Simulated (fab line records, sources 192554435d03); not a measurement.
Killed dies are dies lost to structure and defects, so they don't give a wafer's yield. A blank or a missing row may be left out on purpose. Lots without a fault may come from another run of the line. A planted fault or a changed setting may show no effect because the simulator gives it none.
fab line records | flow n5_finfet | part 2 of 2: steps 22 to 30 of 30
record lots=5 wafers=15 last_day=17
route steps=1938 shown DUMMY_GATE@257 SPACER0@258 SD_EPI_N@262
lots that met no fault: from a run of the same line without faults
start_h: hours from the record's first day to the start of the lot's first wafer shown | wait_h: hours since the lot's step before | " the same as in the row above | L1.1+2: a row that stands for several wafers | - no value, or no start given | * or withheld: withheld | < > ~ a bound
route shown NAME@n: a module of which the file shows steps, and the number in the route of the first | usual: mean/standard deviation of fault-free wafers | same: alike in all rows | chamber/n: place in a boat | sites: the reading at each site | _std_site: their standard deviation | _edge_site: outer sites' mean less inner sites' | radius_mm: how far each site lies from the wafer's centre | mask NAME#n: copy n | behind: the tool/chamber that last shaped the wafer | hold: why the lot was held/for how many hours/how that ended | device: the transistor (n, p or np) that didn't switch | end of line: the same wafers' tests at the end of the route | a step without rows: its recipe alone | killed: dies lost to structure and defects at the first sort, not the wafer's yield | map: a wafer's dies, x killed, . not, _ none there
set.NAME: the setting as run; set.NAME@STEP: as run at that earlier step | model.NAME: the simulator's own value behind a step, which no gauge read
lots at some steps of the route; a table a step, a row a wafer
services: from which hour (start_h, from the record's first day; less than 0 if before it) a tool's chamber was out of use, for how many hours, and why
## steps
# step N5_SD_EPI_N_ETCH_45
# recipe chemistry=CH3F/O2 target=SiOCN target_depth_a=60 mask_material=SOC ion_energy_ev=60 bias_w=29 pressure_mtorr=15 source_w=410 Ar_flow_sccm=150 CH3F_flow_sccm=30 O2_flow_sccm=20
# usual drypump_motor_current_A=5.9/0.41 oes_product_au=0.75/0.069 rf_vpp_V=127.5/0.93 showerhead_plenum_p_Torr=2.00/0.066 throttle_valve_pct=23.33/0.16
# columns lot.wafer tool chamber start_h wait_h drypump_motor_current_A oes_product_au rf_hours_counter_h rf_vpp_V showerhead_plenum_p_Torr throttle_valve_pct
L082.1 rie_diel-03 1 98.69 0.1 6.4 0.79 93 128.3 2.02 23.42
L082.4 " 0 " " 6.3 0.68 212 128.3 1.97 23.32
L082.6 " 2 " " 5.5 0.69 - 126.7 1.97 23.30
L084.3 rie_diel-03 0 114.25 0.1 6.3 0.68 217 126.9 1.96 23.32
L084.5 " 0 " " 6.3 0.69 - 128.2 1.96 23.34
L084.6 " 1 " " 6.3 0.79 - 127.5 2.02 23.41
L086.2 rie_diel-05 0 127.72 0.1 5.8 0.71 204 126.5 2.06 23.24
L086.3 " 3 " " 6.5 0.72 186 127.6 2.07 23.55
L086.5 " 1 " " 5.1 0.71 - 128.0 2.07 23.56
L088.1 rie_diel-03 1 136.41 0.1 6.3 0.78 104 128.2 2.02 23.39
L088.3 " 0 " " 6.3 0.68 222 127.7 1.96 23.33
L088.4 " 3 " " 5.9 0.74 180 128.0 1.99 23.01
L094.2 rie_diel-02 0 173.48 0.1 6.4 0.76 144 125.7 1.84 23.42
L094.3 " 3 " " 6.0 0.85 45 127.2 1.93 23.32
L094.4 " 2 " " 5.8 0.69 246 128.1 1.96 23.56
# step N5_SD_EPI_N_ETCH_16
# recipe chemistry=CHF3/O2 target=SiO2 target_depth_a=50 mask_material=SOC pressure_mtorr=30 source_w=650 bias_w=170 Ar_flow_sccm=200 CHF3_flow_sccm=50 O2_flow_sccm=5 ion_energy_ev=200
# usual drypump_motor_current_A=5.9/0.4 oes_product_au=0.75/0.069 rf_vpp_V=524/12 showerhead_plenum_p_Torr=2.41/0.076 throttle_valve_pct=18.91/0.16
# columns lot.wafer tool chamber start_h wait_h drypump_motor_current_A oes_product_au rf_hours_counter_h rf_vpp_V showerhead_plenum_p_Torr throttle_valve_pct
L082.1 rie_diel-03 1 98.79 0.1 6.3 0.80 93 509 2.44 18.89
L082.4 " 0 " " 6.2 0.68 212 518 2.37 18.94
L082.6 " 2 " " 5.5 0.69 - 509 2.38 18.89
L084.3 rie_diel-03 0 114.35 0.1 6.3 0.68 217 518 2.37 18.95
L084.5 " 0 " " 6.3 0.68 - 518 2.37 18.95
L084.6 " 1 " " 6.3 0.79 - 509 2.44 18.90
L086.2 rie_diel-05 0 127.82 0.1 5.7 0.71 204 526 2.49 18.79
L086.3 " 3 " " 6.5 0.73 186 528 2.50 19.17
L086.5 " 1 " " 5.1 0.72 - 526 2.49 19.18
L088.1 rie_diel-03 1 136.51 0.1 6.3 0.79 104 510 2.43 18.91
L088.3 " 0 " " 6.3 0.67 222 518 2.37 18.97
L088.4 " 3 " " 5.9 0.73 180 510 2.40 18.66
L094.2 rie_diel-02 0 173.58 0.1 6.4 0.76 144 528 2.22 18.98
L094.3 " 3 " " 6.0 0.86 45 517 2.34 18.90
L094.4 " 2 " " 5.8 0.69 246 548 2.37 19.11
# step N5_SD_EPI_N_STRIP_47
# recipe chemistry=CHF3/O2 resist=SiARC rf_frequency_hz=6e+07
# columns lot.wafer tool chamber start_h wait_h
L082.1+4+6 rie_diel-03 1,0,2 98.83 0.0
L084.3+5+6 rie_diel-03 0,0,1 114.39 0.0
L086.2+3+5 rie_diel-05 0,3,1 127.86 0.0
L088.1+3+4 rie_diel-03 1,0,3 136.55 0.0
L094.2+3+4 rie_diel-02 0,3,2 173.62 0.0
# step N5_SD_EPI_N_SD_RECESS_17
# recipe chemistry=HBr/Cl2/O2 target_depth_a=410 mask_material=SOC time_s=23.7 bt_time_s=3 pressure_mtorr=10 icp_w=800 bias_w=112 HBr_flow_sccm=150 Cl2_flow_sccm=80 O2_flow_sccm=12
# usual drypump_motor_current_A=5.48/0.27 oes_product_au=0.991/0.016 throttle_valve_pct=37.1/0.32
# columns lot.wafer tool chamber start_h wait_h drypump_motor_current_A oes_product_au rf_hours_counter_h throttle_valve_pct
L082.1 rie_si-03 1 98.86 0.0 5.17 0.994 33 36.9
L082.4 " 0 " " 5.97 0.982 112 37.5
L082.6 " 1 " " 5.20 0.981 - 36.9
L084.3 rie_si-01 3 114.43 0.0 5.39 0.968 97 36.8
L084.5 " 2 " " 5.78 1.031 - 36.9
L084.6 " 3 " " 5.39 0.957 - 36.8
L086.2 rie_si-01 2 127.89 0.0 5.76 1.020 148 36.9
L086.3 " 1 " " 5.50 0.997 157 37.3
L086.5 " 3 " " 5.41 0.971 - 36.8
L088.1 rie_si-03 3 136.59 0.0 5.12 0.982 176 37.2
L088.3 " 1 " " 5.16 1.005 34 36.9
L088.4 " 0 " " 5.98 0.982 113 37.5
L094.2 rie_si-01 3 173.65 0.0 5.40 0.967 98 36.8
L094.3 " 2 " " 5.75 1.029 149 36.9
L094.4 " 1 " " 5.53 0.995 158 37.3
# step N5_SD_EPI_N_STRIP_38
# recipe chemistry=N2/H2 power_w=1000 temp_c=250 h2_frac=0.65 overash_fraction=0.3 pressure_mtorr=withheld n2_flow_sccm=1750 h2_flow_sccm=3250
# usual drypump_motor_current_A=5.60/0.28 heater_power_w=329/28 oes_product_au=0.760/0.01
# columns lot.wafer tool chamber start_h wait_h drypump_motor_current_A heater_power_w oes_product_au rf_hours_counter_h
L082.1 plasma_asher-02 0 98.95 0.1 5.35 338 0.764 40
L082.4 " 1 " " 5.34 360 0.747 -
L082.6 " 0 " " 5.36 340 0.760 -
L084.3 plasma_asher-01 0 114.54 0.1 5.73 313 0.764 -
L084.5 " 1 " " 6.05 293 0.743 -
L084.6 " 0 " " 5.71 313 0.759 -
L086.2 plasma_asher-01 0 127.98 0.1 5.75 312 0.770 80
L086.3 " 0 " " 5.75 310 0.769 -
L086.5 " 1 " " 6.04 291 0.770 -
L088.1 plasma_asher-01 1 136.70 0.1 6.01 290 0.739 82
L088.3 " 0 " " 5.75 317 0.763 -
L088.4 " 1 " " 5.99 291 0.750 -
L094.2 plasma_asher-01 1 173.74 0.1 6.01 279 0.764 90
L094.3 " 0 " " 5.74 304 0.760 -
L094.4 " 1 " " 6.02 296 0.747 -
# step N5_SD_EPI_N_WET_ETCH_43
# recipe chemistry=dHF dilution=withheld time_s=14 target=SiO2 target_depth_a=15 temp_c=25
# columns lot.wafer tool chamber start_h wait_h
L082.1+4+6 wet_bench-03 0,2,1 99.04 -
L084.3+5+6 wet_bench-01 5,1,4 114.61 -
L086.2+3+5 wet_bench-03 5,4,2 128.07 -
L088.1+3+4 wet_bench-06 4,5,6 136.78 -
L094.2+3+4 wet_bench-03 0,5,4 173.83 -
# step N5_SD_EPI_N_STRIP_18
# recipe chemistry=SPM time_s=750 temp_c=130 h2so4_h2o2_vol_ratio=4
# columns lot.wafer tool chamber start_h wait_h
L082.1+4+6 wet_bench-03 0,2,1 99.05 0.0
L084.3+5+6 wet_bench-01 5,1,4 114.61 0.0
L086.2+3+5 wet_bench-03 5,4,2 128.08 0.0
L088.1+3+4 wet_bench-06 4,5,6 136.79 0.0
L094.2+3+4 wet_bench-03 0,5,4 173.84 0.0
# step N5_SD_EPI_N_SRD_20
# recipe dry=ipa_marangoni do_ppb=5 time_s=30 temp_c=23 rinse_liquid=diw
# columns lot.wafer tool chamber start_h wait_h
L082.1+4+6 wet_bench-03 0,2,1 99.51 0.0
L084.3+5+6 wet_bench-01 5,1,4 114.82 0.0
L086.2+3+5 wet_bench-03 5,4,2 128.28 0.0
L088.1+3+4 wet_bench-06 4,5,6 137.00 0.0
L094.2+3+4 wet_bench-03 0,5,4 174.05 0.0
# step N5_SD_EPI_N_PRECLEAN_48
# recipe chemistry=NF3:NH3 afs_cycles=2 temp_c=30 time_s=20 sublimation_temp_c=180 sublimation_time_s=60 pressure_torr=3 rf_power_w=30
# usual sublimation_temp_c=180.03/0.15
# columns lot.wafer tool chamber start_h wait_h sublimation_temp_c
L082.1 epi_rpcvd-03 0 99.58 0.0 180.27
L082.4 " 0 " " 180.18
L082.6 " 0 " " 180.11
L084.3 epi_rpcvd-04 0 114.99 0.2 179.92
L084.5 " 0 " " 179.98
L084.6 " 0 " " 180.06
L086.2 epi_rpcvd-01 0 128.44 0.1 180.19
L086.3 " 0 " " 179.96
L086.5 " 0 " " 180.01
L088.1 epi_rpcvd-03 0 137.14 0.1 179.86
L088.3 " 0 " " 180.10
L088.4 " 0 " " 179.77
L094.2 epi_rpcvd-01 0 174.18 0.1 179.82
L094.3 " 0 " " 179.93
L094.4 " 0 " " 179.76
## services
# columns tool chamber start_h hours kind
epi_rpcvd-04 - 77.19 2.1 repair
epi_rpcvd-04 - 82.86 1.3 repair
arfi_scanner-01 - 90.00 4.9 pm
arfi_scanner-01 - 98.66 1.0 pm
ald_sin-03 - 102.60 28.1 pm
wet_bench-03 - 107.62 3.6 repair
rie_diel-05 2 109.16 - clean
rie_diel-05 2 109.16 - consumable_replace:focus_ring
rie_diel-05 2 109.16 22.5 scheduled_down
arfi_scanner-02 - 113.91 0.8 pm
arfi_scanner-01 - 116.60 0.4 repair
arfi_scanner-03 - 118.48 1.0 pm
wet_bench-03 - 126.52 0.6 repair
epi_rpcvd-01 - 133.35 4.3 pm
rie_diel-05 1 141.45 1.7 repair
litho_track-01 - 142.89 - consumable_replace:filter
wet_bench-06 - 145.97 24.5 repair
arfi_scanner-02 - 149.29 1.3 pm
wet_bench-03 - 150.44 1.5 repair
epi_rpcvd-01 - 154.17 1.0 repair
arfi_scanner-03 - 155.32 3.1 pm
arfi_scanner-03 - 159.46 9.0 repair
arfi_scanner-03 - 173.58 0.8 pm
epi_rpcvd-03 - 173.81 20.6 repair
